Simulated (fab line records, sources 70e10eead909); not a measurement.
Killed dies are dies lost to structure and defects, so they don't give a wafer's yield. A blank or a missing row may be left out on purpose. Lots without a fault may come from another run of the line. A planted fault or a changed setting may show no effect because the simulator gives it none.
One fault seen from 2 desks | flow nand_harc | each desk has only its own numbers; what lay behind them comes last

THE METROLOGY DESK
What the gauges read, lot by lot, whatever tool the lot ran on: means of the sampled wafers that have a number. A lot is out of limits, marked OUT, if its mean lies more than 4 standard deviations from the usual mean; the brackets give that distance.
Columns: A = thk_nm at NHARC_A_ONON_D2_THK_MEAS_05, usual 995 nm; B = thk_nm at NHARC_A_ONON_D2_THK_MEAS_27, usual 1001 nm; C = thk_nm at NHARC_A_ONON_D2_THK_MEAS_30, usual 997 nm
lot  | first seen here | A    | B    | C
L648 | day 13 00:50    | 990  | 1010 | 988
L651 | day 14 13:44    | 1013 | 1008 | 1587 (+59) OUT
L654 | day 15 19:17    | 1003 | 999  | 1589 (+59) OUT
L658 | day 17 15:40    | 1000 | 1010 | 1022
L661 | day 18 11:44    | 983  | 988  | 996
L660 | day 18 11:46    | 995  | 1019 | 987
L662 | day 19 08:28    | 1004 | 995  | 1003
L663 | day 19 08:28    | 980  | 1002 | 991
L664 | day 19 18:22    | 1003 | 993  | 1000
L665 | day 20 04:14    | 987  | 989  | 995
L666 | day 20 21:40    | 999  | 987  | 1003
L669 | day 21 21:26    | 999  | 1012 | 1013
L668 | day 21 21:37    | 997  | 1008 | 1012
This desk's finding: out of limits on L651, L654; first on L651, day 15 04:28 (thk_nm at NHARC_A_ONON_D2_THK_MEAS_30). In limits: L648, L658, L661, L660, L662, L663, L664, L665, L666, L669, L668.

THE TOOL OWNER'S DESK: pecvd_onon-03
The tool's own readings at NHARC_A_ONON_D2_DEP_28 (target thk 1000 nm): means of the sampled wafers that have a number, for each lot that ran on this tool. A lot is out of limits, marked OUT, if its mean lies more than 4 standard deviations from the usual mean; the brackets give that distance.
Columns: A = n2_flow_sccm at NHARC_A_ONON_D2_DEP_28, usual 2748 sccm
lot  | first seen here | A
L651 | day 15 03:57    | 2747
L654 | day 16 06:29    | 2758
L660 | day 18 22:33    | 2748
L662 | day 19 20:29    | 2741
L666 | day 21 08:58    | 2736
This desk's finding: nothing out of limits on any of the 5 lots.

PUT TOGETHER
The metrology desk could have raised an alarm at day 15 04:28, on L651, L654.
The tool owner's desk saw nothing out of limits.
The tool owner's desk has L651, L654 on record, within its limits.
Of the lots named, all ran NHARC_A_ONON_D2_DEP_28 on pecvd_onon-03.

WHAT THE SIMULATOR HAD PUT IN
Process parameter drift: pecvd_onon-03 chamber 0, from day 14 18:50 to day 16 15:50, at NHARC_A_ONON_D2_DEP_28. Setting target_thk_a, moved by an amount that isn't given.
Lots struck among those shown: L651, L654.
Hours from the fault's start to each desk's first reading out of limits: the metrology desk, 10.
